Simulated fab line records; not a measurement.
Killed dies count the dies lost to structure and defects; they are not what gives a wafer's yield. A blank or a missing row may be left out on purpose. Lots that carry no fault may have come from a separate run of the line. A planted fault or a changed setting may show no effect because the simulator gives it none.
Code-filled problem report in 8D (eight disciplines) form -- flow n5_finfet -- the parts of the form that need people (team, actions taken, sign-off) are left out

== 1. PROBLEM STATEMENT ==
Mean of killed_at_contacts at N5_PASSIVATION_PROBE_49: 134 across 6 wafers in 2 lots; on wafers with no fault it is 11 (standard deviation 5.6). That puts it +22 standard deviations away from the usual mean.
Seen first at day 16 07:28 on prober-01, wafer L114.2. The record holds 8 wafers of 3 lots with a number at this step. The rule behind "out" and "out of limits": a value lying over 4 standard deviations away from the usual mean. All remaining wafers that have a number are taken as sound.

== 2. WHAT IT IS, AND WHAT IT ISN'T ==
question,is,is not
which readings at this step,"killed_at_contacts, killed_dies","killed_at_M0_to_M3, killed_at_M4_up, killed_at_front_end, killed_at_other, killed_open, killed_short"
which lots,"L114, L116",L121
which wafers of those lots,all that have a number,-
read on which tools,"prober-01, prober-02",-
when,from day 16 07:28,up to then (0 sound wafers); but 2 sound wafers of L121 came after

== 3. WHAT RULES OUT EACH SUSPECT ==
Counting: a tool at any process step up to the reading remains a suspect when it ran all the lots that are out and ran no sound lot after the first of those.
- wet_bench-04 at N5_MOL_CONTACT_COAG_WET_ETCH_26 (target Co, target depth 13 nm): kept. It ran every lot that is out, first L114 (day 7 11:01), and no sound lot after that.
Remaining after the count: wet_bench-04 at N5_MOL_CONTACT_COAG_WET_ETCH_26.

== 4. THE CAUSE (what the simulator had put in) ==
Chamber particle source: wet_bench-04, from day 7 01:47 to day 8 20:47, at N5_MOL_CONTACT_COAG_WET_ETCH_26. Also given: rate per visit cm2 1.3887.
This tool alone remained once counting was done.

== 5. THE CHAIN OF EFFECTS, in route order ==
Each row: a reading whose mean over the struck wafers that have a number lies more than 3 standard deviations from the usual. Only readings for which the record gives a usual standard deviation are gone through. hours: the time from each lot's start at the first step in this table that gives one to its start at this step, as a median over the lots. sigmas: the change in usual standard deviations.
hours,step,reading,usual,on struck wafers,change,sigmas
0,N5_PASSIVATION_PROBE_49,killed_at_contacts,11,134,+123,+22
0,N5_PASSIVATION_PROBE_49,killed_dies,105,222,+116,+6.9
Its process steps:
- N5_PASSIVATION_PROBE_49

== 6. WHAT WOULD HAVE CAUGHT IT SOONER ==
In this record no reading fell out of limits until day 16 07:28, 222 hours after the fault had begun at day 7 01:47.
Lots out: 2; all had begun N5_MOL_CONTACT_COAG_WET_ETCH_26 on wet_bench-04 by day 16 07:28. None of them would have been spared by holding the tool at that moment.
